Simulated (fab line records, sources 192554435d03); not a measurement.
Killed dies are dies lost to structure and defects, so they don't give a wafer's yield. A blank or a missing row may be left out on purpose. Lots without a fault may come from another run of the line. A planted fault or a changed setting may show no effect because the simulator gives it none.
Which tool did it? | flow n5_finfet | 24 lots, 72 wafers sampled, at 6 steps of a route of 1938

WHAT THE GAUGES READ, wafer by wafer
N5_MOL_CONTACT_COAG_OVL_MEAS_41. Usual: VD_OVL -0.1 nm, standard deviation 0.68.
lot  | measured     | on         | VD_OVL (nm)    | flag
L074 | day 5 01:58  | overlay-02 | -0.4 -0.1 0.3  |
L075 | day 5 09:16  | overlay-01 | 0.1 -0.1 -0.4  |
L076 | day 5 14:28  | overlay-02 | -0.4 -0.3 0.2  |
L077 | day 5 22:49  | overlay-02 | 0.2 0.1 0.1    |
L078 | day 6 05:54  | overlay-02 | 0.4 -0.4 -1.3  |
L079 | day 6 08:27  | overlay-01 | 0.3 -0.7 -0.8  |
L080 | day 6 19:21  | overlay-02 | -0.9 -0.7 0.0  |
L081 | day 7 00:02  | overlay-01 | -0.3 -0.3 -0.5 |
L082 | day 7 04:02  | overlay-01 | 0.3 1.5 -0.1   |
L083 | day 7 07:00  | overlay-01 | -0.7 -0.1 -0.4 |
L084 | day 7 14:06  | overlay-01 | 0.2 1.1 0.0    |
L085 | day 8 02:52  | overlay-01 | -1.3 -0.9 -0.6 |
L086 | day 8 07:29  | overlay-02 | -0.3 0.4 0.5   |
L087 | day 8 10:08  | overlay-02 | 0.2 -1.1 -0.6  |
L088 | day 8 14:34  | overlay-02 | -1.3 -0.1 -0.2 |
L089 | day 9 00:29  | overlay-02 | -0.4 -0.1 -0.3 |
L090 | day 9 05:34  | overlay-02 | -0.1 -0.5 0.8  |
L091 | day 9 13:19  | overlay-02 | 0.7 -0.7 0.3   |
L092 | day 9 16:49  | overlay-02 | -0.2 -0.1 0.5  |
L093 | day 9 22:31  | overlay-02 | 1.4 1.2 2.2    |
L094 | day 10 02:26 | overlay-02 | 0.6 0.4 -0.5   |
L095 | day 10 10:53 | overlay-01 | 0.0 1.2 0.4    |
L096 | day 10 19:48 | overlay-01 | -0.4 0.6 -0.3  |
L097 | day 10 21:34 | overlay-01 | -1.0 -0.5 -1.3 |

WHICH TOOL RAN EACH LOT (tool, then ch and the chambers of the sampled wafers, then the start)
lot  | N5_MOL_CONTACT_COAG_ALD_20          | N5_MOL_CONTACT_COAG_CO_FILL_22   | N5_MOL_CONTACT_COAG_ANNEAL_113   | N5_MOL_CONTACT_COAG_ALD_27        | N5_MOL_CONTACT_COAG_ETCHBACK_135
L074 | ald_metal-02 ch 0,2,3, day 4 14:05  | cvd_co-02 ch 1,2, day 4 16:27    | rtp_anneal-02 ch 0, day 4 17:44  | ald_sin-01 ch 1,2,3, day 4 20:33  | rie_diel-05 ch 1,3, day 5 01:15
L075 | ald_metal-04 ch 2,3, day 4 22:43    | cvd_co-01 ch 0,1, day 5 00:25    | rtp_anneal-02 ch 0, day 5 01:11  | ald_sin-04 ch 0,2, day 5 05:05    | rie_diel-05 ch 1,2, day 5 08:25
L076 | ald_metal-02 ch 1,2,3, day 5 05:07  | cvd_co-01 ch 0,1, day 5 06:18    | rtp_anneal-02 ch 0, day 5 06:55  | ald_sin-01 ch 1,2, day 5 10:11    | rie_diel-03 ch 1,3, day 5 13:38
L077 | ald_metal-04 ch 1,2,3, day 5 10:41  | cvd_co-02 ch 1,2, day 5 12:18    | rtp_anneal-01 ch 0, day 5 13:04  | ald_sin-03 ch 1,2,3, day 5 17:07  | rie_diel-03 ch 1,3, day 5 21:56
L078 | ald_metal-04 ch 0,3, day 5 18:28    | cvd_co-01 ch 0,2, day 5 20:15    | rtp_anneal-01 ch 0, day 5 21:19  | ald_sin-04 ch 0,1,3, day 6 01:06  | rie_diel-05 ch 0,1,2, day 6 05:11
L079 | ald_metal-04 ch 0,1,3, day 6 00:05  | cvd_co-01 ch 0,2, day 6 00:52    | rtp_anneal-01 ch 0, day 6 01:46  | ald_sin-01 ch 0,1, day 6 04:15    | rie_diel-05 ch 0,2,3, day 6 07:44
L080 | ald_metal-02 ch 2,3, day 6 09:01    | cvd_co-01 ch 0,2, day 6 11:01    | rtp_anneal-02 ch 0, day 6 11:56  | ald_sin-03 ch 2,3, day 6 14:47    | rie_diel-05 ch 0,3, day 6 18:37
L081 | ald_metal-04 ch 0,1,3, day 6 11:35  | cvd_co-01 ch 0, day 6 13:37      | rtp_anneal-01 ch 0, day 6 14:40  | ald_sin-04 ch 0,1,3, day 6 19:13  | rie_diel-02 ch 0,3, day 6 23:11
L082 | ald_metal-04 ch 0,3, day 6 18:05    | cvd_co-02 ch 0,1,2, day 6 19:13  | rtp_anneal-01 ch 0, day 6 19:50  | ald_sin-04 ch 0,2,3, day 6 23:17  | rie_diel-02 ch 0,1,3, day 7 03:01
L083 | ald_metal-04 ch 1,3, day 6 21:27    | cvd_co-01 ch 0,2, day 6 22:31    | rtp_anneal-02 ch 0, day 6 23:25  | ald_sin-04 ch 0,1,3, day 7 02:30  | rie_diel-03 ch 1,2,3, day 7 06:10
L084 | ald_metal-04 ch 1,3, day 7 01:58    | cvd_co-01 ch 0,1,2, day 7 05:02  | rtp_anneal-01 ch 0, day 7 05:48  | ald_sin-01 ch 2,3, day 7 09:26    | rie_diel-02 ch 0,2, day 7 13:19
L085 | ald_metal-04 ch 0,2, day 7 15:01    | cvd_co-01 ch 0,2, day 7 16:44    | rtp_anneal-02 ch 0, day 7 17:31  | ald_sin-03 ch 0,1, day 7 22:08    | rie_diel-05 ch 0,1,3, day 8 02:05
L086 | ald_metal-04 ch 0,1,3, day 7 21:56  | cvd_co-02 ch 0,1,2, day 7 22:57  | rtp_anneal-02 ch 0, day 7 23:34  | ald_sin-01 ch 0,1,3, day 8 02:22  | rie_diel-05 ch 0,1,2, day 8 06:39
L087 | ald_metal-04 ch 1,2,3, day 8 01:04  | cvd_co-02 ch 0,1, day 8 02:13    | rtp_anneal-01 ch 0, day 8 02:53  | ald_sin-04 ch 1,2, day 8 06:07    | rie_diel-02 ch 1,2, day 8 09:25
L088 | ald_metal-04 ch 1,3, day 8 04:23    | cvd_co-01 ch 1,2, day 8 05:25    | rtp_anneal-01 ch 0, day 8 06:12  | ald_sin-04 ch 1,3, day 8 09:34    | rie_diel-05 ch 2,3, day 8 13:43
L089 | ald_metal-04 ch 1,2,3, day 8 12:04  | cvd_co-01 ch 0,1,2, day 8 13:58  | rtp_anneal-02 ch 0, day 8 14:44  | ald_sin-03 ch 0,1,3, day 8 18:46  | rie_diel-03 ch 0,2,3, day 8 23:46
L090 | ald_metal-04 ch 1,2,3, day 8 17:15  | cvd_co-02 ch 0,1, day 8 20:20    | rtp_anneal-01 ch 0, day 8 20:57  | ald_sin-04 ch 0,1,2, day 9 01:09  | rie_diel-03 ch 0,3, day 9 04:43
L091 | ald_metal-04 ch 0,3, day 9 02:20    | cvd_co-02 ch 1,2, day 9 05:11    | rtp_anneal-02 ch 0, day 9 06:08  | ald_sin-01 ch 0,1, day 9 09:07    | rie_diel-03 ch 0,1, day 9 12:35
L092 | ald_metal-02 ch 1,2,3, day 9 05:32  | cvd_co-02 ch 0,2, day 9 07:19    | rtp_anneal-02 ch 0, day 9 08:01  | ald_sin-04 ch 0,1, day 9 12:13    | rie_diel-02 ch 2,3, day 9 16:04
L093 | ald_metal-04 ch 0,2, day 9 12:01    | cvd_co-02 ch 0,1, day 9 13:34    | rtp_anneal-01 ch 0, day 9 14:20  | ald_sin-04 ch 0,1,3, day 9 18:29  | rie_diel-02 ch 0,2,3, day 9 21:47
L094 | ald_metal-03 ch 0,2,3, day 9 17:22  | cvd_co-01 ch 0,2, day 9 18:28    | rtp_anneal-01 ch 0, day 9 19:14  | ald_sin-03 ch 0,1,3, day 9 21:51  | rie_diel-03 ch 0,1,2, day 10 01:35
L095 | ald_metal-04 ch 0,1,2, day 10 00:11 | cvd_co-02 ch 0,1,2, day 10 01:43 | rtp_anneal-01 ch 0, day 10 02:29 | ald_sin-01 ch 1,3, day 10 06:32   | rie_diel-03 ch 0,1,3, day 10 10:02
L096 | ald_metal-04 ch 1,2,3, day 10 09:17 | cvd_co-01 ch 1,2, day 10 10:21   | rtp_anneal-02 ch 0, day 10 11:03 | ald_sin-01 ch 0,1,3, day 10 14:46 | rie_diel-05 ch 0,1,2, day 10 18:58
L097 | ald_metal-03 ch 0,2, day 10 10:13   | cvd_co-02 ch 0,2, day 10 13:28   | rtp_anneal-02 ch 0, day 10 14:14 | ald_sin-01 ch 0,2,3, day 10 17:06 | rie_diel-03 ch 1,2, day 10 20:34
- N5_MOL_CONTACT_COAG_ALD_20: deposits TiN, target thk 1.5 nm, pulse time 1 s, purge time 3 s.
- N5_MOL_CONTACT_COAG_CO_FILL_22: material Co, precursor CCTBA/H2, target thk 20 nm.
- N5_MOL_CONTACT_COAG_ANNEAL_113: time 300 s.
- N5_MOL_CONTACT_COAG_ALD_27: deposits SiOC, target thk 17 nm, pulse time 1.5 s, time 2720 s.
- N5_MOL_CONTACT_COAG_ETCHBACK_135: etches SiO2 in CHF3, target depth 25 nm, time 16.7 s.

WHAT THE TOOLS THEMSELVES READ (means of the sampled wafers that have a number; where no wafer has one, the mark that the record gives instead)
N5_MOL_CONTACT_COAG_ALD_20. Usual: heater_power_w 945 W, standard deviation 140; precursor_pulse_height_rel 1.000, standard deviation 0.018; susceptor_temp_C 399.97 C, standard deviation 0.23.
lot  | tool         | heater_power_w (W) | precursor_pulse_height_rel | susceptor_temp_C (C) | flag
L074 | ald_metal-02 | 929                | 0.983                      | 400.01               |
L075 | ald_metal-04 | 985                | 1.010                      | 400.30               |
L076 | ald_metal-02 | 929                | 1.005                      | 399.85               |
L077 | ald_metal-04 | 940                | 1.006                      | 400.09               |
L078 | ald_metal-04 | 967                | 0.997                      | 399.92               |
L079 | ald_metal-04 | 973                | 1.001                      | 400.02               |
L080 | ald_metal-02 | 873                | 0.987                      | 399.90               |
L081 | ald_metal-04 | 974                | 0.997                      | 400.02               |
L082 | ald_metal-04 | 964                | 1.004                      | 399.86               |
L083 | ald_metal-04 | 1031               | 1.002                      | 399.94               |
L084 | ald_metal-04 | 1026               | 0.998                      | 400.12               |
L085 | ald_metal-04 | 871                | 0.985                      | 399.90               |
L086 | ald_metal-04 | 986                | 1.011                      | 400.04               |
L087 | ald_metal-04 | 940                | 0.998                      | 400.00               |
L088 | ald_metal-04 | 1028               | 1.008                      | 400.21               |
L089 | ald_metal-04 | 946                | 0.998                      | 399.85               |
L090 | ald_metal-04 | 946                | 1.010                      | 400.04               |
L091 | ald_metal-04 | 966                | 0.992                      | 399.75               |
L092 | ald_metal-02 | 926                | 0.986                      | 399.95               |
L093 | ald_metal-04 | 863                | 1.007                      | 400.04               |
L094 | ald_metal-03 | 953                | 1.002                      | 400.08               |
L095 | ald_metal-04 | 883                | 1.007                      | 399.98               |
L096 | ald_metal-04 | 934                | 0.992                      | 399.78               |
L097 | ald_metal-03 | 1008               | 1.003                      | 399.81               |

N5_MOL_CONTACT_COAG_CO_FILL_22. Usual: heater_power_w 233 W, standard deviation 21; susceptor_temp_C 200.02 C, standard deviation 0.16.
lot  | tool      | heater_power_w (W) | susceptor_temp_C (C) | flag
L074 | cvd_co-02 | 250                | 199.84               |
L075 | cvd_co-01 | 260                | 199.93               |
L076 | cvd_co-01 | 256                | 199.97               |
L077 | cvd_co-02 | 251                | 199.97               |
L078 | cvd_co-01 | 214                | 199.98               |
L079 | cvd_co-01 | 228                | 200.04               |
L080 | cvd_co-01 | 226                | 200.10               |
L081 | cvd_co-01 | 239                | 199.98               |
L082 | cvd_co-02 | 236                | 200.11               |
L083 | cvd_co-01 | 218                | 199.87               |
L084 | cvd_co-01 | 231                | 199.96               |
L085 | cvd_co-01 | 215                | 200.01               |
L086 | cvd_co-02 | 236                | 199.98               |
L087 | cvd_co-02 | 240                | 200.08               |
L088 | cvd_co-01 | 233                | 200.05               |
L089 | cvd_co-01 | 227                | 199.90               |
L090 | cvd_co-02 | 223                | 199.94               |
L091 | cvd_co-02 | 250                | 199.86               |
L092 | cvd_co-02 | 225                | 200.00               |
L093 | cvd_co-02 | 239                | 199.77               |
L094 | cvd_co-01 | 230                | 200.04               |
L095 | cvd_co-02 | 238                | 199.96               |
L096 | cvd_co-01 | 231                | 200.08               |
L097 | cvd_co-02 | 219                | 199.92               |

N5_MOL_CONTACT_COAG_ANNEAL_113. Usual: lamp_power_pct 2.425 %, standard deviation 0.027; wafer_temp_C_max 401.8, standard deviation 0.87.
lot  | tool          | lamp_power_pct (%) | wafer_temp_C_max | flag
L074 | rtp_anneal-02 | 2.451              | 401.2            |
L075 | rtp_anneal-02 | 2.453              | 401.3            |
L076 | rtp_anneal-02 | 2.451              | 401.2            |
L077 | rtp_anneal-01 | 2.398              | 402.6            |
L078 | rtp_anneal-01 | 2.396              | 402.2            |
L079 | rtp_anneal-01 | 2.398              | 402.3            |
L080 | rtp_anneal-02 | 2.450              | 400.7            |
L081 | rtp_anneal-01 | 2.399              | 401.5            |
L082 | rtp_anneal-01 | 2.397              | 402.7            |
L083 | rtp_anneal-02 | 2.451              | 400.8            |
L084 | rtp_anneal-01 | 2.397              | 402.2            |
L085 | rtp_anneal-02 | 2.451              | 401.2            |
L086 | rtp_anneal-02 | 2.454              | 400.8            |
L087 | rtp_anneal-01 | 2.394              | 401.9            |
L088 | rtp_anneal-01 | 2.399              | 402.8            |
L089 | rtp_anneal-02 | 2.452              | 401.2            |
L090 | rtp_anneal-01 | 2.398              | 402.5            |
L091 | rtp_anneal-02 | 2.455              | 401.0            |
L092 | rtp_anneal-02 | 2.450              | 401.1            |
L093 | rtp_anneal-01 | 2.396              | 403.1            |
L094 | rtp_anneal-01 | 2.398              | 402.4            |
L095 | rtp_anneal-01 | 2.401              | 402.7            |
L096 | rtp_anneal-02 | 2.452              | 400.8            |
L097 | rtp_anneal-02 | 2.451              | 400.8            |

N5_MOL_CONTACT_COAG_ALD_27. Usual: heater_power_w 837 W, standard deviation 100; precursor_pulse_height_rel 1.000, standard deviation 0.022; susceptor_temp_C 400.00 C, standard deviation 0.2.
lot  | tool       | heater_power_w (W) | precursor_pulse_height_rel | susceptor_temp_C (C) | flag
L074 | ald_sin-01 | 921                | 1.003                      | 399.94               |
L075 | ald_sin-04 | 833                | 1.000                      | 399.82               |
L076 | ald_sin-01 | 878                | 0.999                      | 400.12               |
L077 | ald_sin-03 | 834                | 1.005                      | 399.91               |
L078 | ald_sin-04 | 727                | 0.989                      | 399.98               |
L079 | ald_sin-01 | 881                | 0.998                      | 399.80               |
L080 | ald_sin-03 | 786                | 1.016                      | 400.02               |
L081 | ald_sin-04 | 726                | 1.001                      | 399.86               |
L082 | ald_sin-04 | 779                | 1.003                      | 399.81               |
L083 | ald_sin-04 | 730                | 1.004                      | 400.03               |
L084 | ald_sin-01 | 910                | 0.995                      | 400.08               |
L085 | ald_sin-03 | 883                | 0.987                      | 399.91               |
L086 | ald_sin-01 | 928                | 1.005                      | 400.05               |
L087 | ald_sin-04 | 864                | 1.004                      | 400.10               |
L088 | ald_sin-04 | 776                | 1.021                      | 400.08               |
L089 | ald_sin-03 | 875                | 0.997                      | 399.94               |
L090 | ald_sin-04 | 778                | 1.006                      | 400.01               |
L091 | ald_sin-01 | 925                | 0.990                      | 399.87               |
L092 | ald_sin-04 | 691                | 1.001                      | 400.19               |
L093 | ald_sin-04 | 733                | 1.026                      | 400.14               |
L094 | ald_sin-03 | 904                | 1.012                      | 400.16               |
L095 | ald_sin-01 | 952                | 1.003                      | 399.89               |
L096 | ald_sin-01 | 917                | 0.999                      | 400.18               |
L097 | ald_sin-01 | 877                | 0.978                      | 400.05               |

N5_MOL_CONTACT_COAG_ETCHBACK_135. Usual: CHF3_flow_sccm 49.98 sccm, standard deviation 0.15; drypump_motor_current_A 6.0 A, standard deviation 0.5; oes_product_au 0.80 a.u., standard deviation 0.083; rf_vpp_V 527 V, standard deviation 5.5; showerhead_plenum_p_Torr 2.44 Torr, standard deviation 0.072; throttle_valve_pct 18.70 %, standard deviation 0.2.
lot  | tool        | CHF3_flow_sccm (sccm) | drypump_motor_current_A (A) | oes_product_au (a.u.) | rf_vpp_V (V) | showerhead_plenum_p_Torr (Torr) | throttle_valve_pct (%) | flag
L074 | rie_diel-05 | 49.92                 | 5.9                         | 0.81                  | 525          | 2.43                            | 18.75                  |
L075 | rie_diel-05 | 49.88                 | 5.6                         | 0.78                  | 526          | 2.41                            | 18.48                  |
L076 | rie_diel-03 | 50.01                 | 6.3                         | 0.77                  | 521          | 2.41                            | 18.61                  |
L077 | rie_diel-03 | 49.95                 | 6.3                         | 0.77                  | 521          | 2.41                            | 18.61                  |
L078 | rie_diel-05 | 50.05                 | 5.5                         | 0.79                  | 525          | 2.42                            | 18.59                  |
L079 | rie_diel-05 | 49.97                 | 6.0                         | 0.74                  | 528          | 2.47                            | 18.73                  |
L080 | rie_diel-05 | 49.84                 | 5.9                         | 0.76                  | 528          | 2.48                            | 18.85                  |
L081 | rie_diel-02 | 49.93                 | 6.1                         | 0.77                  | 535          | 2.49                            | 18.81                  |
L082 | rie_diel-02 | 49.91                 | 5.7                         | 0.83                  | 530          | 2.44                            | 18.72                  |
L083 | rie_diel-03 | 50.11                 | 6.2                         | 0.81                  | 525          | 2.46                            | 18.65                  |
L084 | rie_diel-02 | 50.08                 | 6.1                         | 0.71                  | 528          | 2.33                            | 18.98                  |
L085 | rie_diel-05 | 49.92                 | 5.7                         | 0.78                  | 525          | 2.43                            | 18.77                  |
L086 | rie_diel-05 | 50.08                 | 5.5                         | 0.77                  | 526          | 2.42                            | 18.62                  |
L087 | rie_diel-02 | 50.00                 | 5.3                         | 0.81                  | 520          | 2.30                            | 18.73                  |
L088 | rie_diel-05 | 50.01                 | 6.2                         | 0.71                  | 529          | 2.45                            | 18.81                  |
L089 | rie_diel-03 | 50.04                 | 6.1                         | 0.85                  | 525          | 2.44                            | 18.67                  |
L090 | rie_diel-03 | 49.88                 | 6.2                         | 0.81                  | 523          | 2.39                            | 18.65                  |
L091 | rie_diel-03 | 50.03                 | 6.5                         | 0.86                  | 531          | 2.44                            | 18.41                  |
L092 | rie_diel-02 | 49.95                 | 5.9                         | 0.87                  | 533          | 2.51                            | 18.84                  |
L093 | rie_diel-02 | 49.92                 | 6.0                         | 0.84                  | 534          | 2.50                            | 18.79                  |
L094 | rie_diel-03 | 49.97                 | 6.3                         | 0.83                  | 528          | 2.47                            | 18.56                  |
L095 | rie_diel-03 | 49.93                 | 6.4                         | 0.79                  | 525          | 2.42                            | 18.55                  |
L096 | rie_diel-05 | 50.05                 | 5.5                         | 0.75                  | 525          | 2.41                            | 18.66                  |
L097 | rie_diel-03 | 50.08                 | 6.4                         | 0.77                  | 527          | 2.48                            | 18.59                  |

THE ANSWER, worked out from the rows above alone
Rule: a lot is off if the mean of its wafers that have a number lies more than 3 standard deviations from the usual mean. A lot without any number at a reading at which 4 lots or more have one is off too. The other lots that the step has rows for count as sound. The gauges are gone through in route order, then the tools' own readings, and for those a lot's mean is taken as printed above. The first step at which some lot is off is used, and at that step the reading that is off furthest; a lot without a number counts as furthest.
No lot is off at any reading shown: from this, nothing can be told.

WHAT THE SIMULATOR HAD PUT IN
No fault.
